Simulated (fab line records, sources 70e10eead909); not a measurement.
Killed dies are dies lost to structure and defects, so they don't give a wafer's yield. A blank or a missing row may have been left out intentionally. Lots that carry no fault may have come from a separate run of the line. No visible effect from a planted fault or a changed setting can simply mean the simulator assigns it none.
fab line records	flow nand_harc
record: lots: 24	wafers: 72	last_day: 25
route steps=1159 shown A_STAIRCASE@619
lots with no fault: from the same line, run without faults
start_h: the number of hours between the record's first day and the start of the first shown wafer of the lot	wait_h: hours from the lot's prior step to this one	" repeats the value in the row above	L1.1+2: one row covering several wafers at once	- no value, or no start given	* or withheld: withheld	< > ~ a bound
route shown NAME@n: a module of which the file shows steps, and the number in the route of the first	usual: average and standard deviation across the fault-free wafers	same: alike in all rows	chamber/n: place in a boat	sites: each site's reading	_std_site: standard deviation of those values	_edge_site: outer sites' mean less inner sites'	radius_mm: for every site, how far away it sits from the centre of the wafer	mask NAME#n: copy n	behind: the tool/chamber that last shaped the wafer	hold: why the lot was held/for how many hours/how that ended	device: the transistor (n, p or np) that didn't switch	end of line: tests of these same wafers at the route's end	a step without rows: its recipe alone	killed: dies that structure and defects cost at the first sort, which is not the same as the wafer's yield	map: per-die view of a wafer (x killed, . not killed, _ where there is no die)
set.NAME: the setting as run; set.NAME@STEP: as run at that earlier step	model.NAME: the simulator's own value behind a step, which no gauge read
the route's steps for a sample of lots (tables are steps, rows are wafers)
services: when a tool's chamber went out of use (start_h, in hours from the record's first day, below 0 if earlier), for how many hours, and the reason
== steps ==
step: NHARC_A_STAIRCASE_ETCH_225
recipe: target_depth_a: 1000	time_s: 40.5	ion_energy_ev: 400	c4f8_flow_sccm: 20	o2_flow_sccm: 10	ar_flow_sccm: withheld	rf_w: 600	bias_w: 1000	chemistry: C4F8/O2
usual: oes_product_au: 0.941/0.011	rf_vpp_V: 895/6.2
lot.wafer	tool	chamber	start_h	wait_h	oes_product_au	rf_hours_counter_h	rf_vpp_V
L074.3	rie_diel-04	2	-	-	0.955	49	907
L074.4	"	1	"	"	0.949	47	895
L074.5	"	3	"	"	0.929	-	900
L076.2	rie_diel-06	2	-	-	0.934	1	889
L076.3	"	3	"	"	0.954	1	901
L076.6	"	0	"	"	0.943	-	889
L075.4	rie_diel-06	2	-	-	0.946	1	890
L075.2	"	0	"	"	0.948	1	890
L075.5	"	2	"	"	0.950	-	890
L077.4	rie_diel-04	2	-	-	0.941	55	904
L077.1	"	3	"	"	0.925	53	901
L077.5	"	2	"	"	0.948	-	905
L079.4	rie_diel-05	2	-	-	0.933	34	895
L079.1	"	0	"	"	0.938	39	890
L079.5	"	3	"	"	0.942	-	905
L078.3	rie_diel-06	2	-	-	0.931	9	888
L078.4	"	3	"	"	0.960	8	898
L078.1	"	0	"	"	0.952	9	887
L080.2	rie_diel-05	0	-	-	0.950	43	889
L080.6	"	3	"	"	0.946	-	904
L080.5	"	0	"	"	0.960	-	887
L081.2	rie_diel-05	3	-	-	0.937	47	905
L081.4	"	2	"	"	0.937	43	895
L081.6	"	0	"	"	0.938	-	888
L084.1	rie_diel-06	1	-	-	0.941	19	891
L084.4	"	2	"	"	0.918	17	891
L084.3	"	0	"	"	0.941	18	887
L082.1	rie_diel-05	0	-	-	0.944	51	889
L082.2	"	3	"	"	0.966	51	906
L082.6	"	0	"	"	0.952	-	888
L083.4	rie_diel-06	2	-	-	0.921	19	889
L083.3	"	3	"	"	0.937	18	899
L083.5	"	3	"	"	0.944	-	900
L086.3	rie_diel-05	1	-	-	0.943	61	888
L086.2	"	3	"	"	0.941	57	905
L086.5	"	1	"	"	0.934	-	889
L088.1	rie_diel-06	1	-	-	0.951	25	889
L088.3	"	0	"	"	0.936	24	888
L088.6	"	2	"	"	0.942	-	888
L087.4	rie_diel-06	3	-	-	0.952	26	900
L087.2	"	1	"	"	0.953	28	890
L087.5	"	0	"	"	0.932	-	887
L085.3	rie_diel-04	2	-	-	0.948	4	905
L085.1	"	3	"	"	0.922	14	901
L085.2	"	0	"	"	0.930	14	898
L089.3	rie_diel-04	2	-	-	0.941	7	905
L089.6	"	1	"	"	0.943	-	895
L089.5	"	2	"	"	0.949	-	904
L091.3	rie_diel-05	2	-	-	0.939	64	895
L091.4	"	3	"	"	0.945	66	903
L091.5	"	1	"	"	0.920	-	891
L090.4	rie_diel-04	3	-	-	0.930	18	900
L090.1	"	1	"	"	0.930	16	895
L090.5	"	0	"	"	0.922	-	899
L092.3	rie_diel-06	0	-	-	0.946	40	887
L092.5	"	2	"	"	0.952	-	887
L092.6	"	3	"	"	0.947	-	900
L093.1	rie_diel-04	0	-	-	0.934	25	898
L093.3	"	2	"	"	0.950	15	905
L093.5	"	3	"	"	0.932	-	900
L094.1	rie_diel-05	2	-	-	0.941	4	893
L094.3	"	0	"	"	0.952	6	888
L094.6	"	2	"	"	0.944	-	893
L097.2	rie_diel-05	2	-	-	0.916	7	896
L097.1	"	0	"	"	0.956	9	888
L097.6	"	1	"	"	0.937	-	890
L095.3	rie_diel-05	1	-	-	0.951	12	888
L095.1	"	0	"	"	0.959	12	889
L095.5	"	2	"	"	0.932	-	894
L096.2	rie_diel-04	1	-	-	0.945	32	894
L096.4	"	2	"	"	0.938	25	905
L096.5	"	1	"	"	0.948	-	894
step: NHARC_A_STAIRCASE_ETCH_230
recipe: target_depth_a: 1000	time_s: 40.5	ion_energy_ev: 400	c4f8_flow_sccm: 20	o2_flow_sccm: 10	ar_flow_sccm: withheld	rf_w: 600	bias_w: 1000	chemistry: C4F8/O2
usual: oes_product_au: 0.945/0.016	rf_vpp_V: 896/5.9
lot.wafer	tool	chamber	start_h	wait_h	oes_product_au	rf_hours_counter_h	rf_vpp_V
L074.3	rie_diel-04	3	-	-	0.935	47	900
L074.4	"	2	"	"	0.944	49	905
L074.5	"	0	"	"	0.940	-	901
L076.2	rie_diel-05	3	-	-	0.988	33	905
L076.3	"	2	"	"	0.954	29	894
L076.6	"	3	"	"	0.974	-	904
L075.2	rie_diel-05	0	-	-	0.955	35	887
L075.4	"	2	"	"	0.936	30	896
L075.5	"	3	"	"	0.956	-	906
L077.4	rie_diel-04	2	-	-	0.927	55	904
L077.1	"	1	"	"	0.935	54	896
L077.5	"	3	"	"	0.948	-	899
L079.4	rie_diel-06	0	-	-	0.961	6	888
L079.1	"	3	"	"	0.958	5	900
L079.5	"	1	"	"	0.969	-	889
L078.4	rie_diel-05	0	-	-	0.968	42	889
L078.3	"	1	"	"	0.958	43	890
L078.1	"	2	"	"	0.950	37	895
L080.2	rie_diel-05	2	-	-	0.950	38	895
L080.6	"	0	"	"	0.937	-	888
L080.5	"	1	"	"	0.945	-	891
L081.2	rie_diel-04	0	-	-	0.949	60	899
L081.6	"	1	"	"	0.928	-	896
L081.4	"	0	"	"	0.950	-	899
L084.4	rie_diel-05	0	-	-	0.913	50	889
L084.1	"	2	"	"	0.919	47	895
L084.3	"	3	"	"	0.922	50	904
L082.2	rie_diel-05	2	-	-	0.936	47	895
L082.1	"	0	"	"	0.958	51	890
L082.6	"	3	"	"	0.962	-	907
L083.3	rie_diel-05	1	-	-	0.954	54	889
L083.4	"	2	"	"	0.969	49	896
L083.5	"	1	"	"	0.957	-	890
L086.2	rie_diel-05	1	-	-	0.938	61	890
L086.3	"	3	"	"	0.947	57	905
L086.5	"	2	"	"	0.953	-	895
L088.1	rie_diel-04	1	-	-	0.932	7	894
L088.3	"	3	"	"	0.931	8	900
L088.6	"	0	"	"	0.940	-	899
L087.2	rie_diel-05	1	-	-	0.915	63	889
L087.4	"	2	"	"	0.924	57	895
L087.5	"	0	"	"	0.922	-	886
L085.1	rie_diel-04	1	-	-	0.938	13	894
L085.2	"	2	"	"	0.946	4	904
L085.3	"	3	"	"	0.941	14	899
L089.3	rie_diel-06	1	-	-	0.957	34	888
L089.5	"	3	"	"	0.964	-	900
L089.6	"	0	"	"	0.967	-	887
L091.3	rie_diel-04	1	-	-	0.946	16	895
L091.4	"	2	"	"	0.968	8	904
L091.5	"	0	"	"	0.928	-	899
L090.1	rie_diel-04	0	-	-	0.927	18	900
L090.4	"	2	"	"	0.952	9	904
L090.5	"	1	"	"	0.929	-	895
L092.3	rie_diel-06	0	-	-	0.944	40	887
L092.6	"	1	"	"	0.949	-	888
L092.5	"	2	"	"	0.945	-	888
L093.3	rie_diel-04	0	-	-	0.932	25	898
L093.1	"	1	"	"	0.937	23	894
L093.5	"	3	"	"	0.914	-	900
L094.1	rie_diel-05	3	-	-	0.957	5	904
L094.3	"	1	"	"	0.952	5	890
L094.6	"	3	"	"	0.947	-	904
L097.1	rie_diel-04	2	-	-	0.933	20	904
L097.2	"	3	"	"	0.929	31	898
L097.6	"	2	"	"	0.924	-	903
L095.3	rie_diel-04	2	-	-	0.938	23	904
L095.1	"	0	"	"	0.956	32	899
L095.5	"	2	"	"	0.947	-	903
L096.2	rie_diel-04	0	-	-	0.955	35	899
L096.4	"	3	"	"	0.952	36	899
L096.5	"	1	"	"	0.952	-	893
step: NHARC_A_STAIRCASE_ETCH_232
recipe: target_depth_a: 1000	time_s: 40.5	ion_energy_ev: 400	c4f8_flow_sccm: 20	o2_flow_sccm: 10	ar_flow_sccm: withheld	rf_w: 600	bias_w: 1000	chemistry: C4F8/O2
usual: oes_product_au: 0.943/0.014	rf_vpp_V: 896/6.1
lot.wafer	tool	chamber	start_h	wait_h	oes_product_au	rf_hours_counter_h	rf_vpp_V
L074.3	rie_diel-04	3	-	-	0.931	48	900
L074.4	"	0	"	"	0.948	46	900
L074.5	"	1	"	"	0.947	-	895
L076.3	rie_diel-05	2	-	-	0.940	29	895
L076.2	"	1	"	"	0.934	36	891
L076.6	"	3	"	"	0.977	-	906
L075.2	rie_diel-05	2	-	-	0.932	30	895
L075.4	"	3	"	"	0.942	34	907
L075.5	"	1	"	"	0.928	-	890
L077.1	rie_diel-04	3	-	-	0.944	53	898
L077.4	"	0	"	"	0.949	53	898
L077.5	"	3	"	"	0.956	-	900
L079.1	rie_diel-06	0	-	-	0.957	6	887
L079.4	"	1	"	"	0.941	7	888
L079.5	"	3	"	"	0.972	-	899
L078.3	rie_diel-05	1	-	-	0.946	43	890
L078.4	"	3	"	"	0.959	41	905
L078.1	"	0	"	"	0.949	42	889
L080.2	rie_diel-05	3	-	-	0.953	42	905
L080.6	"	3	"	"	0.941	-	905
L080.5	"	0	"	"	0.951	-	889
L081.2	rie_diel-05	1	289.12	-	0.984	49	890
L081.4	"	3	"	"	0.991	47	906
L081.6	"	0	"	"	0.983	-	887
L084.1	rie_diel-05	3	-	-	0.934	50	906
L084.3	"	0	"	"	0.945	50	888
L084.4	"	2	"	"	0.931	47	894
L082.2	rie_diel-05	3	-	-	0.945	51	905
L082.1	"	0	"	"	0.936	51	887
L082.6	"	1	"	"	0.944	-	889
L083.3	rie_diel-05	0	-	-	0.956	53	888
L083.4	"	1	"	"	0.935	54	891
L083.5	"	3	"	"	0.950	-	906
L086.2	rie_diel-05	1	-	-	0.942	61	890
L086.3	"	2	"	"	0.956	55	896
L086.5	"	1	"	"	0.937	-	889
L088.1	rie_diel-04	0	-	-	0.940	8	898
L088.3	"	1	"	"	0.934	7	894
L088.6	"	0	"	"	0.932	-	900
L087.2	rie_diel-05	2	-	-	0.927	57	895
L087.4	"	0	"	"	0.928	61	890
L087.5	"	2	"	"	0.923	-	893
L085.1	rie_diel-04	1	-	-	0.938	13	895
L085.3	"	2	"	"	0.938	4	904
L085.2	"	0	"	"	0.951	14	900
L089.3	rie_diel-06	3	-	-	0.951	33	899
L089.5	"	3	"	"	0.950	-	901
L089.6	"	0	"	"	0.943	-	888
L091.4	rie_diel-04	1	-	-	0.936	17	894
L091.3	"	2	"	"	0.948	8	905
L091.5	"	0	"	"	0.929	-	900
L090.4	rie_diel-04	0	-	-	0.950	18	898
L090.1	"	1	"	"	0.955	17	895
L090.5	"	3	"	"	0.928	-	901
L092.3	rie_diel-06	0	-	-	0.938	40	887
L092.6	"	1	"	"	0.944	-	888
L092.5	"	2	"	"	0.930	-	889
L093.3	rie_diel-04	2	-	-	0.944	15	906
L093.1	"	0	"	"	0.947	25	898
L093.5	"	2	"	"	0.954	-	904
L094.1	rie_diel-05	1	-	-	0.934	5	890
L094.3	"	3	"	"	0.958	5	904
L094.6	"	2	"	"	0.937	-	894
L097.2	rie_diel-04	0	-	-	0.941	30	899
L097.1	"	1	"	"	0.933	28	894
L097.6	"	2	"	"	0.937	-	904
L095.1	rie_diel-04	3	-	-	0.932	33	899
L095.3	"	0	"	"	0.937	32	898
L095.5	"	1	"	"	0.941	-	893
L096.4	rie_diel-04	1	-	-	0.953	33	894
L096.2	"	2	"	"	0.948	25	903
L096.5	"	0	"	"	0.953	-	899
step: NHARC_A_STAIRCASE_STRIP_238
recipe: power_w: 1500	temp_c: 250	chemistry: O2
usual: drypump_motor_current_A: 5.76/0.041	heater_power_w: 337/28
lot.wafer	tool	chamber	start_h	wait_h	drypump_motor_current_A	heater_power_w	rf_hours_counter_h
L074.4	plasma_asher-01	1	249.32	0.2	5.74	323	-
L074.3	"	0	"	"	5.72	366	-
L074.5	"	0	"	"	5.75	352	-
L076.2	plasma_asher-02	1	255.40	0.1	5.73	355	21
L076.3	"	0	"	"	5.84	299	-
L076.6	"	1	"	"	5.73	353	-
L075.2	plasma_asher-01	1	257.03	0.1	5.77	333	52
L075.4	"	0	"	"	5.74	367	-
L075.5	"	0	"	"	5.73	366	-
L077.1	plasma_asher-02	0	262.80	0.1	5.83	298	24
L077.4	"	1	"	"	5.73	354	-
L077.5	"	1	"	"	5.74	368	-
L079.1	plasma_asher-01	0	263.31	0.1	5.72	363	55
L079.4	"	0	"	"	5.72	368	-
L079.5	"	1	"	"	5.74	323	-
L078.1	plasma_asher-01	1	270.36	0.1	5.75	323	57
L078.4	"	1	"	"	5.78	330	-
L078.3	"	0	"	"	5.73	351	-
L080.2	plasma_asher-02	0	276.62	0.1	5.84	290	29
L080.6	"	1	"	"	5.72	351	-
L080.5	"	0	"	"	5.85	293	-
L081.2	plasma_asher-02	0	289.78	0.1	5.83	308	31
L081.4	"	0	"	"	5.85	297	-
L081.6	"	0	"	"	5.83	293	-
L084.1	plasma_asher-02	0	298.01	0.1	5.82	293	34
L084.4	"	1	"	"	5.74	358	-
L084.3	"	0	"	"	5.85	294	-
L082.2	plasma_asher-01	1	299.44	0.1	5.75	317	4
L082.1	"	0	"	"	5.73	349	4
L082.6	"	0	"	"	5.75	360	-
L083.3	plasma_asher-01	1	304.37	0.2	5.75	318	-
L083.4	"	0	"	"	5.73	363	-
L083.5	"	0	"	"	5.72	359	-
L086.2	plasma_asher-01	0	317.86	0.1	5.75	362	11
L086.3	"	0	"	"	5.73	370	-
L086.5	"	0	"	"	5.76	374	-
L088.1	plasma_asher-01	1	318.74	0.1	5.77	308	11
L088.3	"	0	"	"	5.75	380	-
L088.6	"	1	"	"	5.79	316	-
L087.2	plasma_asher-01	1	323.33	0.1	5.76	317	14
L087.4	"	0	"	"	5.74	366	-
L087.5	"	1	"	"	5.76	319	-
L085.2	plasma_asher-01	0	331.25	0.1	5.76	362	15
L085.1	"	1	"	"	5.75	314	15
L085.3	"	0	"	"	5.73	380	-
L089.3	plasma_asher-02	0	337.33	0.2	5.85	292	-
L089.5	"	1	"	"	5.75	349	-
L089.6	"	0	"	"	5.84	299	-
L091.4	plasma_asher-01	1	342.04	0.2	5.77	318	-
L091.3	"	0	"	"	5.76	364	-
L091.5	"	0	"	"	5.75	362	-
L090.1	plasma_asher-02	1	342.90	0.5	5.74	356	49
L090.4	"	0	"	"	5.84	298	-
L090.5	"	0	"	"	5.84	296	-
L093.1	plasma_asher-01	1	358.25	0.1	5.74	312	23
L093.3	"	1	"	"	5.75	319	-
L093.5	"	1	"	"	5.75	313	-
L092.3	plasma_asher-02	0	358.67	0.2	5.83	297	-
L092.5	"	0	"	"	5.85	296	-
L092.6	"	1	"	"	5.74	364	-
L094.1	plasma_asher-01	0	362.52	0.1	5.74	372	26
L094.3	"	0	"	"	5.76	378	-
L094.6	"	1	"	"	5.78	322	-
L097.1	plasma_asher-01	1	379.56	0.1	5.75	316	34
L097.2	"	0	"	"	5.74	370	34
L097.6	"	1	"	"	5.74	321	-
L095.1	plasma_asher-02	1	385.57	0.1	5.72	354	7
L095.3	"	1	"	"	5.72	355	-
L095.5	"	0	"	"	5.85	309	-
L096.2	plasma_asher-01	1	391.04	0.3	5.76	315	37
L096.4	"	0	"	"	5.73	371	-
L096.5	"	1	"	"	5.76	320	-
step: NHARC_A_STAIRCASE_STRIP_295
recipe: o2_flow_sccm: 500	ar_flow_sccm: 0	bias_w: 0	chemistry: O2
usual: drypump_motor_current_A: 5.74/0.22	oes_product_au: 0.997/0.0097	rf_vpp_V: 57.8/0.9	showerhead_plenum_p_Torr: 3.48/0.17	throttle_valve_pct: 17.037/0.0091
lot.wafer	tool	chamber	start_h	wait_h	drypump_motor_current_A	oes_product_au	rf_hours_counter_h	rf_vpp_V	showerhead_plenum_p_Torr	throttle_valve_pct
L074.4	rie_diel-04	1	-	-	5.51	0.999	51	56.1	3.49	17.034
L074.3	"	2	"	"	5.67	0.996	53	59.6	3.78	17.022
L074.5	"	0	"	"	5.71	0.998	-	59.5	3.63	17.057
L076.2	rie_diel-05	1	-	-	5.74	0.990	41	57.7	3.36	17.038
L076.3	"	2	"	"	5.36	1.012	35	58.0	3.50	17.038
L076.6	"	0	"	"	5.73	0.994	-	56.4	3.33	17.046
L075.2	rie_diel-05	1	-	-	5.77	0.993	42	57.9	3.36	17.041
L075.4	"	2	"	"	5.37	1.001	35	57.3	3.50	17.060
L075.5	"	3	"	"	5.79	1.006	-	58.0	3.78	17.039
L077.1	rie_diel-04	3	-	-	5.98	0.995	55	57.7	3.64	17.019
L077.4	"	1	"	"	5.51	0.991	56	58.8	3.49	17.033
L077.5	"	0	"	"	5.73	1.005	-	58.0	3.63	17.049
L079.4	rie_diel-05	3	-	-	5.78	1.000	42	58.0	3.78	17.042
L079.1	"	2	"	"	5.33	1.001	38	57.9	3.50	17.028
L079.5	"	0	"	"	5.72	0.986	-	57.2	3.33	17.044
L078.4	rie_diel-06	1	-	-	6.27	0.997	14	57.2	3.34	17.025
L078.3	"	2	"	"	5.72	0.987	12	58.9	3.34	17.059
L078.1	"	0	"	"	5.61	0.994	12	59.1	3.30	17.031
L080.2	rie_diel-06	3	-	-	5.76	1.009	12	58.1	3.64	17.034
L080.6	"	2	"	"	5.69	0.983	-	57.0	3.34	17.040
L080.5	"	3	"	"	5.77	0.997	-	57.9	3.64	17.032
L081.4	rie_diel-06	3	-	-	5.76	1.000	17	58.3	3.64	17.040
L081.2	"	0	"	"	5.58	0.986	19	55.8	3.30	17.039
L081.6	"	1	"	"	6.23	1.002	-	57.2	3.34	17.026
L084.3	rie_diel-06	1	-	-	6.25	0.999	22	56.7	3.33	17.035
L084.4	"	2	"	"	5.72	0.994	21	56.4	3.33	17.027
L084.1	"	3	"	"	5.77	1.003	21	58.8	3.64	17.046
L082.1	rie_diel-05	1	-	-	5.74	1.000	57	56.8	3.35	17.026
L082.2	"	2	"	"	5.33	0.982	52	58.6	3.49	17.039
L082.6	"	0	"	"	5.72	0.988	-	57.1	3.32	17.038
L083.4	rie_diel-05	3	-	-	5.81	1.000	56	57.3	3.78	17.042
L083.3	"	2	"	"	5.36	0.990	54	58.7	3.49	17.034
L083.5	"	0	"	"	5.71	0.986	-	57.2	3.32	17.035
L086.3	rie_diel-05	1	-	-	5.73	0.987	64	57.7	3.35	17.043
L086.2	"	2	"	"	5.34	0.996	58	58.4	3.49	17.033
L086.5	"	2	"	"	5.37	0.994	-	57.3	3.49	17.030
L088.1	rie_diel-04	2	-	-	5.64	1.005	3	58.9	3.77	17.039
L088.3	"	3	"	"	5.95	0.987	13	57.8	3.63	17.028
L088.6	"	0	"	"	5.72	0.983	-	58.5	3.62	17.037
L087.4	rie_diel-06	3	-	-	5.76	0.994	31	58.8	3.63	17.028
L087.2	"	0	"	"	5.59	0.989	31	57.1	3.29	17.043
L087.5	"	2	"	"	5.72	0.975	-	58.2	3.33	17.028
L085.2	rie_diel-06	3	-	-	5.75	1.013	34	58.5	3.63	17.026
L085.3	"	1	"	"	6.26	1.005	36	58.2	3.33	17.033
L085.1	"	2	"	"	5.67	0.990	35	57.3	3.33	17.028
L089.3	rie_diel-04	1	-	-	5.49	0.985	18	58.5	3.47	17.027
L089.6	"	0	"	"	5.74	0.994	-	58.5	3.61	17.046
L089.5	"	1	"	"	5.48	0.999	-	57.5	3.47	17.030
L091.3	rie_diel-04	1	-	-	5.51	0.991	20	58.9	3.47	17.040
L091.4	"	0	"	"	5.72	0.998	21	58.3	3.61	17.048
L091.5	"	2	"	"	5.65	1.010	-	59.0	3.76	17.027
L090.1	rie_diel-05	0	-	-	5.70	1.009	1	57.6	3.31	17.048
L090.4	"	1	"	"	5.73	0.998	1	57.6	3.35	17.048
L090.5	"	2	"	"	5.35	0.978	-	57.6	3.49	17.042
L093.3	rie_diel-05	3	-	-	5.77	1.010	6	58.5	3.77	17.042
L093.1	"	0	"	"	5.71	1.019	7	58.9	3.31	17.027
L093.5	"	2	"	"	5.35	0.986	-	57.8	3.48	17.054
L092.3	rie_diel-06	2	-	-	5.68	1.000	45	57.4	3.32	17.020
L092.5	"	3	"	"	5.75	1.024	-	58.7	3.63	17.041
L092.6	"	0	"	"	5.59	1.009	-	57.8	3.29	17.031
L094.3	rie_diel-06	1	-	-	6.19	1.007	46	56.4	3.32	17.038
L094.1	"	3	"	"	5.73	1.002	45	58.6	3.62	17.032
L094.6	"	2	"	"	5.72	0.997	-	57.2	3.32	17.038
L097.2	rie_diel-05	2	-	-	5.34	0.986	11	57.3	3.48	17.028
L097.1	"	3	"	"	5.77	1.005	11	57.6	3.76	17.031
L097.6	"	3	"	"	5.80	1.012	-	57.8	3.76	17.039
L095.3	rie_diel-06	3	-	-	5.77	1.000	54	57.5	3.62	17.043
L095.1	"	2	"	"	5.71	0.991	56	56.8	3.32	17.040
L095.5	"	0	"	"	5.58	1.007	-	57.8	3.28	17.027
L096.4	rie_diel-06	2	-	-	5.71	0.997	59	57.8	3.31	17.040
L096.2	"	3	"	"	5.75	1.006	56	56.5	3.62	17.026
L096.5	"	3	"	"	5.74	1.008	-	59.2	3.62	17.043
step: NHARC_A_STAIRCASE_STRIP_476
recipe: time_s: 20	o2_flow_sccm: 500	ar_flow_sccm: 0	bias_w: 0	chemistry: O2
usual: drypump_motor_current_A: 5.74/0.23	oes_product_au: 0.998/0.0085	rf_vpp_V: 57.6/0.89	showerhead_plenum_p_Torr: 3.47/0.17	throttle_valve_pct: 17.037/0.0092
lot.wafer	tool	chamber	start_h	wait_h	drypump_motor_current_A	oes_product_au	rf_hours_counter_h	rf_vpp_V	showerhead_plenum_p_Torr	throttle_valve_pct
L074.4	rie_diel-05	2	266.10	0.1	5.34	1.001	35	57.4	3.50	17.029
L074.3	"	0	"	"	5.73	1.002	41	56.9	3.33	17.033
L074.5	"	2	"	"	5.34	0.999	-	58.1	3.50	17.043
L076.3	rie_diel-06	2	270.17	0.1	5.74	0.988	9	55.9	3.34	17.043
L076.2	"	1	"	"	6.24	1.005	10	57.0	3.34	17.047
L076.6	"	3	"	"	5.74	1.002	-	57.1	3.65	17.051
L075.4	rie_diel-04	3	271.93	0.1	5.97	0.993	56	58.7	3.64	17.032
L075.2	"	0	"	"	5.76	1.001	55	58.1	3.63	17.034
L075.5	"	2	"	"	5.62	1.003	-	58.5	3.77	17.045
L077.1	rie_diel-06	1	279.46	0.1	6.22	1.008	13	58.4	3.34	17.049
L077.4	"	2	"	"	5.74	0.995	12	58.1	3.34	17.035
L077.5	"	0	"	"	5.60	1.009	-	57.0	3.30	17.047
L079.4	rie_diel-05	1	281.86	0.1	5.76	0.986	45	57.8	3.36	17.028
L079.1	"	2	"	"	5.35	1.009	40	57.9	3.50	17.027
L079.5	"	2	"	"	5.36	1.006	-	58.0	3.50	17.017
L078.3	rie_diel-06	1	288.26	0.1	6.15	1.014	15	56.3	3.34	17.034
L078.4	"	3	"	"	5.77	0.992	13	58.2	3.64	17.032
L078.1	"	0	"	"	5.57	1.000	14	56.8	3.30	17.024
L080.2	rie_diel-06	2	291.86	0.1	5.73	0.999	15	56.5	3.34	17.045
L080.5	"	2	"	"	5.73	0.995	-	57.0	3.34	17.040
L080.6	"	3	"	"	5.75	1.003	-	57.5	3.64	17.045
L081.4	rie_diel-05	3	305.79	0.1	5.78	1.009	54	60.3	3.78	17.035
L081.2	"	1	"	"	5.74	0.982	57	56.3	3.35	17.043
L081.6	"	3	"	"	5.79	1.003	-	57.6	3.78	17.030
L084.3	rie_diel-05	3	316.41	0.1	5.80	0.998	57	59.4	3.77	17.044
L084.4	"	1	"	"	5.74	0.973	61	58.8	3.35	17.054
L084.1	"	2	"	"	5.35	0.994	55	56.7	3.49	17.034
L082.1	rie_diel-04	3	317.43	0.1	6.00	0.983	8	57.5	3.64	17.028
L082.2	"	0	"	"	5.69	1.002	8	58.5	3.62	17.050
L082.6	"	1	"	"	5.49	0.987	-	57.7	3.48	17.038
L083.3	rie_diel-05	1	321.31	0.1	5.72	0.986	63	56.2	3.35	17.046
L083.4	"	0	"	"	5.70	0.996	60	56.9	3.32	17.029
L083.5	"	1	"	"	5.74	0.984	-	57.2	3.35	17.036
L086.3	rie_diel-04	0	334.34	0.1	5.71	0.995	15	58.2	3.61	17.048
L086.2	"	2	"	"	5.63	1.011	6	59.5	3.77	17.047
L086.5	"	0	"	"	5.68	0.995	-	58.2	3.61	17.038
L088.3	rie_diel-06	2	335.73	0.1	5.74	0.988	34	57.9	3.33	17.049
L088.1	"	0	"	"	5.60	0.991	32	57.0	3.29	17.032
L088.6	"	1	"	"	6.25	1.005	-	57.8	3.33	17.033
L087.2	rie_diel-04	0	339.94	0.1	5.68	0.993	17	57.4	3.61	17.042
L087.4	"	1	"	"	5.48	1.003	16	56.8	3.47	17.033
L087.5	"	3	"	"	5.97	1.000	-	59.2	3.63	17.050
L085.1	rie_diel-06	0	347.11	0.1	5.57	1.005	36	58.1	3.29	17.026
L085.2	"	1	"	"	6.21	1.007	37	56.8	3.33	17.033
L085.3	"	3	"	"	5.78	1.012	36	58.4	3.63	17.028
L089.3	rie_diel-05	3	352.76	0.1	5.81	1.003	2	57.7	3.77	17.050
L089.5	"	0	"	"	5.73	0.998	-	56.8	3.31	17.024
L089.6	"	1	"	"	5.73	0.996	-	57.0	3.35	17.044
L091.4	rie_diel-04	2	356.88	0.1	5.64	1.008	15	57.4	3.76	17.027
L091.3	"	0	"	"	5.70	0.984	25	59.7	3.61	17.039
L091.5	"	2	"	"	5.63	1.004	-	57.6	3.76	17.045
L090.4	rie_diel-05	3	360.00	0.1	5.79	1.002	5	58.7	3.77	17.051
L090.1	"	0	"	"	5.70	1.001	5	55.5	3.31	17.032
L090.5	"	1	"	"	5.73	0.990	-	57.9	3.35	17.034
L093.1	rie_diel-06	1	373.59	0.1	6.26	1.002	47	58.3	3.32	17.037
L093.3	"	2	"	"	5.73	0.998	48	58.3	3.32	17.041
L093.5	"	1	"	"	6.19	1.003	-	56.9	3.32	17.045
L092.3	rie_diel-06	2	375.85	0.1	5.73	0.997	48	57.1	3.32	17.046
L092.6	"	2	"	"	5.72	0.999	-	57.4	3.32	17.030
L092.5	"	3	"	"	5.75	0.998	-	57.5	3.62	17.043
L094.3	rie_diel-04	2	379.66	0.1	5.62	0.997	21	57.2	3.76	17.027
L094.1	"	0	"	"	5.71	0.992	30	58.9	3.61	17.008
L094.6	"	2	"	"	5.62	0.990	-	58.3	3.76	17.019
L097.1	rie_diel-06	0	393.97	0.1	5.59	1.008	52	57.2	3.28	17.021
L097.2	"	3	"	"	5.75	1.003	54	57.6	3.62	17.018
L097.6	"	1	"	"	6.22	1.008	-	57.8	3.32	17.053
L095.1	rie_diel-06	2	402.08	0.1	5.72	0.984	60	56.9	3.31	17.037
L095.3	"	3	"	"	5.77	1.003	58	58.3	3.62	17.027
L095.5	"	1	"	"	6.23	0.993	-	57.9	3.32	17.017
L096.2	rie_diel-05	0	408.58	0.1	5.72	1.000	22	56.6	3.30	17.041
L096.4	"	2	"	"	5.36	0.991	21	59.0	3.48	17.046
L096.5	"	0	"	"	5.72	1.003	-	54.8	3.30	17.045
== services ==
tool	chamber	start_h	hours	kind
rie_diel-06	-	242.80	9.0	pm
rie_diel-05	0	246.36	-	clean
rie_diel-05	1	246.36	-	clean
rie_diel-05	2	246.36	-	clean
rie_diel-05	3	246.36	-	clean
rie_diel-05	0	270.88	-	clean
rie_diel-05	1	270.88	-	clean
rie_diel-05	2	270.88	-	clean
rie_diel-05	3	270.88	-	clean
rie_diel-04	-	275.37	1.1	repair
plasma_asher-01	-	276.00	9.0	pm
plasma_asher-02	-	281.44	0.5	repair
rie_diel-04	-	289.03	9.0	pm
rie_diel-05	0	295.50	-	clean
rie_diel-05	1	295.50	-	clean
rie_diel-05	2	295.50	-	clean
rie_diel-05	3	295.50	-	clean
rie_diel-06	0	298.58	3.3	repair
rie_diel-04	2	307.44	18.4	repair
rie_diel-05	0	321.12	-	clean
plasma_asher-01	-	336.53	1.8	repair
rie_diel-05	-	340.60	9.0	pm
plasma_asher-02	-	360.67	9.0	pm
plasma_asher-01	-	381.93	6.6	repair
== key ==
fault none
